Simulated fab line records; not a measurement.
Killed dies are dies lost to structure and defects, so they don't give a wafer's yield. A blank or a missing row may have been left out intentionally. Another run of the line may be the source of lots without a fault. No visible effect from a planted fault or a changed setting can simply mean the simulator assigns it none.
Chamber matching / flow nand-harc / NHARC_P_BONDPAD_DESCUM_11 on rie-diel-11 has 4 sister chambers
The step chemistry O2, time 3 s. 8 wafers are shown with their chamber, then 8 later ones without.

== WAFERS, EACH WITH ITS CHAMBER ==
wafer=L081.1; chamber=3; oes-product-au (a.u.)=1.000; o2-flow-sccm (sccm)=199.6
wafer=L081.3; chamber=1; oes-product-au (a.u.)=1.010; o2-flow-sccm (sccm)=200.8
wafer=L081.5; chamber=2; oes-product-au (a.u.)=1.009; o2-flow-sccm (sccm)=200.2
wafer=L084.1; chamber=1; oes-product-au (a.u.)=0.987; o2-flow-sccm (sccm)=201.1
wafer=L084.3; chamber=3; oes-product-au (a.u.)=0.995; o2-flow-sccm (sccm)=200.0
wafer=L086.4; chamber=2; oes-product-au (a.u.)=1.004; o2-flow-sccm (sccm)=199.6
wafer=L086.5; chamber=0; oes-product-au (a.u.)=1.008; o2-flow-sccm (sccm)=200.4
wafer=L087.1; chamber=0; oes-product-au (a.u.)=0.995; o2-flow-sccm (sccm)=200.7

== WAFERS WITHOUT THEIR CHAMBER ==
wafer=L087.2; oes-product-au (a.u.)=0.995; o2-flow-sccm (sccm)=199.7
wafer=L087.3; oes-product-au (a.u.)=1.003; o2-flow-sccm (sccm)=198.8
wafer=L090.1; oes-product-au (a.u.)=0.999; o2-flow-sccm (sccm)=199.4
wafer=L090.4; oes-product-au (a.u.)=1.012; o2-flow-sccm (sccm)=199.8
wafer=L090.5; oes-product-au (a.u.)=1.009; o2-flow-sccm (sccm)=199.2
wafer=L092.3; oes-product-au (a.u.)=0.997; o2-flow-sccm (sccm)=199.2
wafer=L092.5; oes-product-au (a.u.)=0.987; o2-flow-sccm (sccm)=201.0
wafer=L092.6; oes-product-au (a.u.)=0.993; o2-flow-sccm (sccm)=200.5

== WHICH CHAMBER EACH WENT THROUGH ==
wafer=L087.2; from the rows above=can't be placed: 3 or 2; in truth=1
wafer=L087.3; from the rows above=can't be placed: 3 or 2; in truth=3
wafer=L090.1; from the rows above=can't be placed: 3 or 2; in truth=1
wafer=L090.4; from the rows above=can't be placed: 2 or 3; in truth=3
wafer=L090.5; from the rows above=can't be placed: 3 or 2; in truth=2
wafer=L092.3; from the rows above=can't be placed: 3 or 2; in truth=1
wafer=L092.5; from the rows above=can't be placed: 1 or 0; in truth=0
wafer=L092.6; from the rows above=can't be placed: 0 or 1 or 3 or 2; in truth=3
Correctly placed: 0 of 8. From these rows, 8 cannot be placed; in 5 the true chamber is one of the candidates. Wrongly placed: 0.
How it was worked out, from the rows above alone: a wafer's distance from a chamber is the root of the sum, over the readings, of the square of ((its reading less the chamber's mean) divided by the reading's scatter). The wafer belongs to the nearest chamber; if the next one is less than 2 further off, it can't be placed. The mean given for a chamber averages the wafers shown for that chamber. The scatter: take each reading less its chamber's mean, square it, sum over the shown wafers, divide by the number of wafers less the number of chambers, and take the root.
